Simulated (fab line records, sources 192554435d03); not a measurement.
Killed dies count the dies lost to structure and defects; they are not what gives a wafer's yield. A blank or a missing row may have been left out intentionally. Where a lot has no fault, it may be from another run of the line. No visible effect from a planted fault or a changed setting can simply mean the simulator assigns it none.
fab line records | flow n5Finfet
record: lots: 7 wafers: 21 lastDay: 17
route steps=1938 shown BEOL_M5@1172 PASSIVATION@1936
lots with no fault: from the same line, run without faults
startH: the number of hours between the record's first day and the start of the first shown wafer of the lot | waitH: hours elapsed since this lot's preceding step | " repeats the value in the row above | L1.1+2: a row that stands for several wafers | - no value, or no start given | * or withheld: withheld | < > ~ a bound
route shown NAME@n: NAME is a module with steps in the file, n the number in the route of the first one | usual: mean and standard deviation over wafers with no fault | same: alike in all rows | chamber/n: place in a boat | sites: per-site readings | _std_site: the values' standard deviation | _edge_site: outer sites' mean less inner sites' | radiusMm: for every site, how far away it sits from the centre of the wafer | mask NAME#n: copy n | behind: the tool/chamber that last shaped the wafer | hold: the reason the lot was held/the length of the hold in hours/how it ended | device: which transistor (n, p or np) failed to switch | end of line: at the end of the route, the tests of the same wafers | where a step has no rows: the recipe by itself | killed: at the first sort, the dies lost to defects and structure; wafer yield is something else | map: shows each die of a wafer: x if killed, . if not, _ if none is there
set.NAME: the setting that was run; set.NAME@STEP: the one run at that earlier step | model.NAME: the simulator's own value behind a step, which no gauge read
lots seen at some steps along the route; tables by step, rows by wafer
services: the hour from which a tool's chamber was out of use, counted from the record's first day as startH (under 0 if before that day), plus the number of hours and why
== steps ==
step: N5_BEOL_M5_ALD_86
recipe: material: TaN targetThkA: * tempC: 275 aldPrecursorFamily: PDMAT aldCoReactant: NH3 pressureTorr: 3 carrierFlowSccm: 1500 pulseTimeS: 2 purgeTimeS: 3 coReactantPurgeTimeS: 2 coReactantPulseTimeS: 3 aldCycles: 30 precursorVesselTempC: 75 precursorVesselPressureTorr: 26.25 precursorVesselCarrierSccm: 1000
usual: heaterPowerW: 422/45
same: purgeTimeS: 3
columns lot.wafer tool chamber startH waitH heaterPowerW sinceWetCleanH
L195.3 aldMetal-01 3 184.04 0.0 371 1385
L195.4 " 2 " " 424 1385
L195.6 " 1 " " 423 -
L201.1 aldMetal-02 3 236.14 0.0 408 2976
L201.4 " 1 " " 353 2976
L201.6 " 0 " " 507 -
L204.4 aldMetal-02 1 255.02 0.0 358 2995
L204.5 " 0 " " 508 -
L204.6 " 1 " " 357 -
L207.2 aldMetal-02 3 258.86 0.2 423 2999
L207.3 " 0 " " 503 2999
L207.6 " 1 " " 356 -
L210.1 aldMetal-02 0 265.40 0.1 505 3005
L210.4 " 2 " " 420 3005
L210.5 " 0 " " 513 -
L209.1 aldMetal-01 1 269.25 0.3 414 1471
L209.2 " 0 " " 452 1471
L209.6 " 0 " " 447 -
L216.2 aldMetal-04 0 316.56 0.0 485 4595
L216.3 " 1 " " 435 4595
L216.5 " 0 " " 464 -
step: N5_BEOL_M5_SURFACE_TREAT_87
recipe: gas: Ar timeS: * ionEnergyEv: * ionCurrentMaCm2: 0.5 pressureMtorr: * arFlowSccm: 30
step: N5_BEOL_M5_CVD_47
recipe: material: Co targetThkA: 30 tempC: withheld precursor: CCTBA/H2 pressureTorr: 30 timeS: 216
step: N5_BEOL_M5_SPUTTER_48
recipe: material: Cu targetThkA: 150 tempC: -20 chamberPressurePa: 0.07 powerW: withheld timeS: 27.62
step: N5_BEOL_M5_ANNEAL_49
recipe: tempC: 400 timeS: 1800 ambient: vacuum
step: N5_BEOL_M5_SPUTTER_81
recipe: material: Cu targetThkA: 150 tempC: -20 chamberPressurePa: 0.07 powerW: withheld timeS: 27.62
usual: throttleValvePct: 30.1/0.68
columns lot.wafer tool chamber startH waitH throttleValvePct
L195.3 pvdSputter-02 - 185.67 0.5 30.2
L195.4 " - " " 30.6
L195.6 " - " " 30.2
L201.1 pvdSputter-01 - 237.95 0.5 29.4
L201.4 " - " " 29.9
L201.6 " - " " 29.4
L204.4 pvdSputter-03 - 256.69 0.5 30.1
L204.5 " - " " 30.8
L204.6 " - " " 28.8
L207.2 pvdSputter-02 - 260.66 0.5 30.0
L207.3 " - " " 29.4
L207.6 " - " " 29.9
L210.1 pvdSputter-02 - 267.29 0.5 29.2
L210.4 " - " " 30.1
L210.5 " - " " 30.0
L209.1 pvdSputter-03 - 271.92 0.5 30.6
L209.2 " - " " 28.6
L209.6 " - " " 30.6
L216.2 pvdSputter-03 - 318.23 0.5 30.3
L216.3 " - " " 30.9
L216.5 " - " " 30.6
step: N5_BEOL_M5_ANNEAL_82
recipe: tempC: 400 timeS: 1800 ambient: vacuum
usual: heaterPowerW: 802/93
columns lot.wafer tool chamber startH waitH heaterPowerW
L195.3 pvdSputter-02 - 185.75 0.0 878
L195.4 " - " " 706
L195.6 " - " " 879
L201.1 pvdSputter-01 - 238.03 0.0 790
L201.4 " - " " 857
L201.6 " - " " 788
L204.4 pvdSputter-03 - 256.77 0.0 683
L204.5 " - " " 694
L204.6 " - " " 868
L207.2 pvdSputter-02 - 260.74 0.0 665
L207.3 " - " " 951
L207.6 " - " " 665
L210.1 pvdSputter-02 - 267.37 0.0 935
L210.4 " - " " 684
L210.5 " - " " 674
L209.1 pvdSputter-03 - 272.00 0.0 936
L209.2 " - " " 848
L209.6 " - " " 693
L216.2 pvdSputter-03 - 318.31 0.0 677
L216.3 " - " " 689
L216.5 " - " " 689
step: N5_BEOL_M5_SPUTTER_83
recipe: material: Cu targetThkA: 150 tempC: -20 chamberPressurePa: 0.07 powerW: withheld timeS: 27.62
usual: throttleValvePct: 30.1/0.69
columns lot.wafer tool chamber startH waitH throttleValvePct
L195.3 pvdSputter-02 - 186.75 0.5 29.9
L195.4 " - " " 30.9
L195.6 " - " " 30.3
L201.1 pvdSputter-01 - 239.04 0.5 29.4
L201.4 " - " " 30.0
L201.6 " - " " 29.5
L204.4 pvdSputter-03 - 257.78 0.5 30.1
L204.5 " - " " 30.7
L204.6 " - " " 28.6
L207.2 pvdSputter-02 - 261.75 0.5 30.3
L207.3 " - " " 29.3
L207.6 " - " " 29.9
L210.1 pvdSputter-02 - 268.38 0.5 29.0
L210.4 " - " " 30.1
L210.5 " - " " 30.0
L209.1 pvdSputter-03 - 273.01 0.5 30.6
L209.2 " - " " 28.7
L209.6 " - " " 30.6
L216.2 pvdSputter-03 - 319.31 0.5 29.7
L216.3 " - " " 31.0
L216.5 " - " " 30.7
step: N5_BEOL_M5_ANNEAL_84
recipe: tempC: 400 timeS: 1800 ambient: vacuum
usual: heaterPowerW: 800/92
columns lot.wafer tool chamber startH waitH heaterPowerW
L195.3 pvdSputter-02 - 186.83 0.0 877
L195.4 " - " " 715
L195.6 " - " " 890
L201.1 pvdSputter-01 - 239.12 0.0 809
L201.4 " - " " 826
L201.6 " - " " 787
L204.4 pvdSputter-03 - 257.86 0.0 677
L204.5 " - " " 696
L204.6 " - " " 826
L207.2 pvdSputter-02 - 261.83 0.0 667
L207.3 " - " " 926
L207.6 " - " " 663
L210.1 pvdSputter-02 - 268.46 0.0 912
L210.4 " - " " 673
L210.5 " - " " 688
L209.1 pvdSputter-03 - 273.09 0.0 958
L209.2 " - " " 877
L209.6 " - " " 676
L216.2 pvdSputter-03 - 319.39 0.0 683
L216.3 " - " " 692
L216.5 " - " " 697
step: N5_BEOL_M5_SPUTTER_88
recipe: material: Cu targetThkA: 150 tempC: -20 chamberPressurePa: 0.07 powerW: withheld timeS: 27.62
step: N5_BEOL_M5_ANNEAL_89
recipe: tempC: 400 timeS: 1800 ambient: vacuum
step: N5_BEOL_M5_SPUTTER_90
recipe: material: Cu targetThkA: 45 tempC: -20 chamberPressurePa: 0.07 powerW: withheld timeS: 8.29
step: N5_BEOL_M5_ECD_50
recipe: material: Cu targetThkA: 3000
columns lot.wafer tool chamber startH waitH model.Cu_of_BEOL_M5_ECD_50.thkNm
L195.3 ecdCu-01 1 189.07 0.1 302.6
L195.4 " 0 " " 298.6
L195.6 " 1 " " 300.2
L201.1 ecdCu-02 1 241.33 0.1 303
L201.4 " 0 " " 301.8
L201.6 " 0 " " 299.8
L204.4 ecdCu-01 1 260.09 0.1 436.2
L204.5 " 1 " " 299.6
L204.6 " 0 " " 432.4
L207.2 ecdCu-02 1 264.04 0.1 300
L207.3 " 1 " " 298
L207.6 " 0 " " 300.2
L210.1 ecdCu-01 1 270.67 0.1 305.4
L210.4 " 1 " " 439.4
L210.5 " 0 " " 307.6
L209.1 ecdCu-01 0 275.30 0.1 300.4
L209.2 " 1 " " 298.6
L209.6 " 0 " " 431.6
L216.2 ecdCu-02 1 321.61 0.1 299.2
L216.3 " 0 " " 302.6
L216.5 " 0 " " 302
step: N5_BEOL_M5_ANNEAL_51
recipe: tempC: 225 timeS: 90 ambient: N2
step: N5_BEOL_M5_CMP_52
recipe: stopOn: SiCOH_lowk tOverpolishS: 6.9 downForcePsi: 1 platenRpm: 50 clearingPlatenDownForcePsi: 1.5 clearingPlatenRpm: 50 postCmpClean: cuAlkaline targetThkNm: 62 clearingPlatenPadVelocityMS: 0.99484 padVelocityMS: 0.99484
usual: motorCurrentA: 6.1/0.66 timeToEndpointS: 62/3.6
columns lot.wafer tool chamber startH waitH motorCurrentA timeToEndpointS
L195.4 cmp-03 1 189.68 0.4 7.2 68
L195.3 " 2 " " 7.1 62
L195.6 " 2 " " 6.5 59
L201.4 cmp-03 1 241.76 0.2 7.1 68
L201.1 " 2 " " 6.9 60
L201.6 " 1 " " 7.0 67
L204.4 cmp-03 3 260.46 0.1 7.1 89
L204.6 " 3 " " 6.9 87
L204.5 " 0 " " 6.1 59
L207.3 cmp-04 1 264.42 0.2 6.0 58
L207.2 " 3 " " 4.8 60
L207.6 " 2 " " 5.6 62
L210.1 cmp-04 0 271.08 0.3 5.7 59
L210.4 " 2 " " 5.7 90
L210.5 " 0 " " 5.6 63
L209.2 cmp-01 2 275.73 0.3 6.4 61
L209.1 " 0 " " 5.3 61
L209.6 " 2 " " 6.2 89
L216.2 cmp-01 2 322.18 0.3 6.1 64
L216.3 " 3 " " 6.0 68
L216.5 " 2 " " 6.3 61
step: N5_BEOL_M5_THK_MEAS_53
recipe: thkMeasGauge: xrf reads: Cu_of_BEOL_M5_ECD_50
usual: M5_THK: 61.5/1.8
columns lot.wafer tool chamber startH waitH M5_THK[nm]
L195.3 filmMetro-01 - 189.97 - 60.4
L195.4 " - " " 61.2
L195.6 " - " " 59.1
L201.1 filmMetro-02 - 242.02 - 62.5
L201.4 " - " " 64.9
L201.6 " - " " 64.6
L204.4 filmMetro-02 - 260.76 - 59.8
L204.5 " - " " 60.3
L204.6 " - " " 62.9
L207.2 filmMetro-01 - 264.72 - 58.7
L207.3 " - " " 60.4
L207.6 " - " " 60.5
L210.1 filmMetro-01 - 271.38 - 58.6
L210.4 " - " " 60.9
L210.5 " - " " 61.0
L209.1 filmMetro-01 - 275.99 - 63.6
L209.2 " - " " 62.5
L209.6 " - " " 62.3
L216.2 filmMetro-02 - 322.44 - 65.2
L216.3 " - " " 62.0
L216.5 " - " " 59.7
step: N5_PASSIVATION_PROBE_49
usual: defectLimitedYield: 91.4/1.5 killed_at_M0_to_M3: 34/12 killed_at_M4_up: 12/4.9 killedAtContacts: 13/7.2 killedAtFrontEnd: 39/12 killedAtOther: 3.7/2.9 killedDies: 101/18 killedOnRim: 13/4 killedOpen: 67/14 killedShort: 33/7.2 sort_bin_4_leakage: 0.00/0.022 sort_bin_5_function: 5.1/0.97 sort_bin_6_memory: 3.2/0.67 sortNPass: 1079/17 sortYieldPct: 91.4/1.5
same: grossDies: 1180 killedAtBackSide: 0 sort_bin_8_speed[%]: 0
columns lot.wafer tool chamber startH waitH defectLimitedYield[%] killed_at_M0_to_M3 killed_at_M4_up killedAtContacts killedAtFrontEnd killedAtOther killedDies killedOnRim killedOpen killedShort sort_bin_4_leakage[%] sort_bin_5_function[%] sort_bin_6_memory[%] sortNPass sortYieldPct[%]
L195.3 prober-01 - 277.59 0.1 91.4 37 9 15 33 8 102 17 69 31 0 4.4 3.8 1078 91.4
L195.4 prober-01 - 277.64 0.2 90.9 52 18 8 25 4 107 10 71 36 0 5.8 3.0 1073 90.9
L195.6 prober-01 - 277.74 0.3 92.0 42 12 3 33 4 94 6 58 35 0 4.6 3.1 1086 92.0
L201.1 prober-02 - 329.08 0.0 92.8 31 11 7 33 3 85 9 63 21 0 3.8 3.3 1095 92.8
L201.4 prober-02 - 329.23 0.2 91.6 24 8 13 51 3 99 11 69 28 0 5.4 2.7 1081 91.6
L201.6 prober-02 - 329.33 0.3 89.4 56 10 15 41 3 125 12 86 38 0 6.9 3.3 1055 89.4
L204.4 prober-02 - 356.76 0.2 91.7 31 12 17 34 4 98 12 63 33 0 4.2 3.6 1082 91.7
L204.5 prober-02 - 356.81 0.2 93.7 15 16 18 24 1 74 9 55 18 0 3.8 2.2 1106 93.7
L204.6 prober-02 - 356.86 0.3 92.5 33 14 16 24 2 89 8 62 26 0 4.7 2.5 1091 92.5
L209.1 prober-02 - 367.31 0.0 91.3 28 20 16 37 2 103 12 74 29 0 5.8 2.6 1077 91.3
L209.2 prober-02 - 367.36 0.1 91.5 36 19 11 32 2 100 13 60 39 0 5.0 2.9 1080 91.5
L209.6 prober-02 - 367.56 0.3 91.0 26 22 18 37 3 106 8 70 35 0 5.9 2.8 1074 91.0
L216.2 prober-02 - 412.48 0.1 91.0 25 8 26 38 9 106 12 57 47 0 5.2 3.5 1074 91.0
L216.3 prober-02 - 412.53 0.1 91.2 32 8 22 37 5 104 16 70 34 0 4.9 3.6 1076 91.2
L216.5 prober-02 - 412.63 0.2 90.5 36 3 28 35 10 112 14 81 31 0 5.6 3.7 1068 90.5
killed by level:class
L195.3 BEOL_M3:geometricParticle:open=14 MOL_CONTACT_COAG:geometricParticle:open=12 GATE_CUT:geometricParticle:open=9 BEOL_M0_SAQP:geometricParticle:short=9 GATE_CUT:geometricParticle:short=6 BEOL_M2:geometricParticle:open=5 PAD_METAL:geometricParticle:open=5 STARTING-WAFER:geometricParticle:open=5
L195.4 BEOL_M2:geometricParticle:open=12 BEOL_M4:geometricParticle:open=12 BEOL_M3:geometricParticle:open=10 FIN_SAQP:geometricParticle:short=8 MOL_CONTACT_COAG:geometricParticle:open=7 BEOL_M3:geometricParticle:short=7 DUMMY_GATE:geometricParticle:open=6 BEOL_M0:geometricParticle:open=5
L195.6 BEOL_M0_SAQP:geometricParticle:short=15 FIN_SAQP:geometricParticle:open=12 BEOL_M2:geometricParticle:open=7 BEOL_M0_SAQP:geometricParticle:open=5 STARTING-WAFER:geometricParticle:open=5 BEOL_M4:geometricParticle:open=5 FIN_SAQP:geometricParticle:short=4 DUMMY_GATE:geometricParticle:open=3
L201.1 BEOL_M2:geometricParticle:open=10 FIN_SAQP:geometricParticle:open=8 MOL_CONTACT_COAG:geometricParticle:open=7 STI_FIN_REVEAL:geometricParticle:open=5 BEOL_M0_SAQP:geometricParticle:open=5 DUMMY_GATE:geometricParticle:open=4 BEOL_M0_SAQP:geometricParticle:short=4 BEOL_M4:geometricParticle:open=4
L201.4 MOL_CONTACT_COAG:geometricParticle:open=12 FIN_SAQP:geometricParticle:open=11 BEOL_M2:geometricParticle:open=10 FIN_SAQP:geometricParticle:short=9 DUMMY_GATE:geometricParticle:open=7 STI_FIN_REVEAL:geometricParticle:open=6 STARTING-WAFER:geometricParticle:short=5 BEOL_M3:geometricParticle:open=4
L201.6 BEOL_M2:geometricParticle:open=21 MOL_CONTACT_COAG:geometricParticle:open=13 BEOL_M2:geometricParticle:short=9 GATE_CUT:geometricParticle:open=7 BEOL_M0_SAQP:geometricParticle:short=7 FIN_SAQP:geometricParticle:open=6 FIN_SAQP:geometricParticle:short=5 DUMMY_GATE:geometricParticle:open=5
L204.4 MOL_CONTACT_COAG:geometricParticle:open=17 FIN_SAQP:geometricParticle:open=8 BEOL_M0_SAQP:geometricParticle:open=8 BEOL_M0_SAQP:geometricParticle:short=6 BEOL_M1:geometricParticle:open=6 FIN_SAQP:geometricParticle:short=5 BEOL_M4:geometricParticle:open=4 STI_FIN_REVEAL:geometricParticle:open=4
L204.5 MOL_CONTACT_COAG:geometricParticle:open=13 STI_FIN_REVEAL:geometricParticle:open=11 MOL_CONTACT_COAG:geometricParticle:short=5 BEOL_M4:geometricParticle:open=5 BEOL_M5:geometricParticle:open=5 BEOL_M0_SAQP:geometricParticle:open=4 FIN_SAQP:geometricParticle:open=3 GATE_CUT:geometricParticle:short=3
L204.6 MOL_CONTACT_COAG:geometricParticle:open=14 BEOL_M1:geometricParticle:open=6 BEOL_M0_SAQP:geometricParticle:short=5 BEOL_M3:geometricParticle:open=5 FIN_SAQP:geometricParticle:open=4 STI_FIN_REVEAL:geometricParticle:open=4 DUMMY_GATE:geometricParticle:open=4 BEOL_M0_SAQP:geometricParticle:open=4
L209.1 MOL_CONTACT_COAG:geometricParticle:open=13 BEOL_M4:geometricParticle:open=11 BEOL_M3:geometricParticle:open=8 BEOL_M2:geometricParticle:open=7 FIN_SAQP:geometricParticle:open=6 STI_FIN_REVEAL:geometricParticle:open=5 FIN_SAQP:geometricParticle:short=4 ILD0:geometricParticle:open=4
L209.2 BEOL_M2:geometricParticle:open=11 BEOL_M0_SAQP:geometricParticle:short=7 STI_FIN_REVEAL:geometricParticle:open=6 MOL_CONTACT_COAG:geometricParticle:open=6 BEOL_M0_SAQP:geometricParticle:open=6 BEOL_M4:geometricParticle:open=6 MOL_CONTACT_COAG:geometricParticle:short=5 FIN_SAQP:geometricParticle:short=4
L209.6 MOL_CONTACT_COAG:geometricParticle:open=14 BEOL_M4:geometricParticle:open=13 DUMMY_GATE:geometricParticle:open=8 FIN_SAQP:geometricParticle:open=7 BEOL_M0_SAQP:geometricParticle:short=7 BEOL_M2:geometricParticle:open=7 FIN_SAQP:geometricParticle:short=6 GATE_CUT:geometricParticle:short=5
L216.2 MOL_CONTACT_COAG:geometricParticle:open=22 FIN_SAQP:geometricParticle:short=12 BEOL_M0_SAQP:geometricParticle:short=7 FIN_SAQP:geometricParticle:open=6 STI_FIN_REVEAL:geometricParticle:open=6 BEOL_M0_SAQP:geometricParticle:open=5 GATE_CUT:geometricParticle:short=4 MOL_CONTACT_COAG:geometricParticle:short=4
L216.3 MOL_CONTACT_COAG:geometricParticle:open=17 FIN_SAQP:geometricParticle:short=16 BEOL_M0_SAQP:geometricParticle:open=14 BEOL_M3:geometricParticle:open=6 STI_FIN_REVEAL:geometricParticle:open=5 MOL_CONTACT_COAG:geometricParticle:short=5 BEOL_M0_SAQP:geometricParticle:short=5 BEOL_M1:geometricParticle:open=5
L216.5 MOL_CONTACT_COAG:geometricParticle:open=23 BEOL_M0_SAQP:geometricParticle:open=13 STI_FIN_REVEAL:geometricParticle:open=12 BEOL_M1:geometricParticle:open=6 MOL_CONTACT_COAG:geometricParticle:short=5 BEOL_M0_SAQP:geometricParticle:short=5 FIN_SAQP:geometricParticle:open=4 STARTING-WAFER:geometricParticle:open=4
== services ==
columns tool chamber startH hours kind
cmp-04 - 167.18 0.8 repair
cmp-03 - 169.80 1.1 repair
cmp-03 - 183.45 1.4 repair
aldMetal-01 - 190.92 8.7 pm
cmp-04 - 194.39 0.8 repair
aldMetal-01 - 202.60 1.7 repair
cmp-03 - 207.09 2.5 repair
aldMetal-01 2 210.73 4.0 repair
cmp-03 - 217.92 4.0 pm
cmp-03 - 221.92 - consumableReplace:conditioner
cmp-03 - 221.92 - consumableReplace:pad
cmp-04 - 225.62 4.0 pm
cmp-04 - 229.62 - consumableReplace:conditioner
cmp-04 - 229.62 - consumableReplace:pad
aldMetal-01 2 242.19 2.9 repair
aldMetal-04 - 242.66 2.8 pm
ecdCu-02 - 244.27 4.9 repair
cmp-03 - 245.88 0.4 repair
ecdCu-02 - 250.75 1.8 repair
ecdCu-01 - 261.91 2.2 repair
cmp-04 - 264.91 0.9 repair
cmp-01 - 265.48 1.2 repair
cmp-04 - 316.35 4.8 pm
== key ==
firstSign: step: N5_BEOL_M5_CMP_52 reading: timeToEndpointS direction: up sigmas: 7.5 usual: * struck: *
effect none on later readings
modelEffect: step: N5_BEOL_M5_ECD_50 value: Cu_of_BEOL_M5_ECD_50.thkNm without: 301.3 struck: 434.9
metAt N5_BEOL_M5_ECD_50
struckWafers L204.4,L204.6,L209.6,L210.4
onsetBetween 189.07 260.09
fault: kind: processParameterDrift tool: ecdCu-01 chamber: - onsetH: 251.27 steps: N5_BEOL_M5_ECD_50 channel: targetThkA offset: * shape: step endH: 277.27 scope: struckWafersOnly actsIn: * stated: *
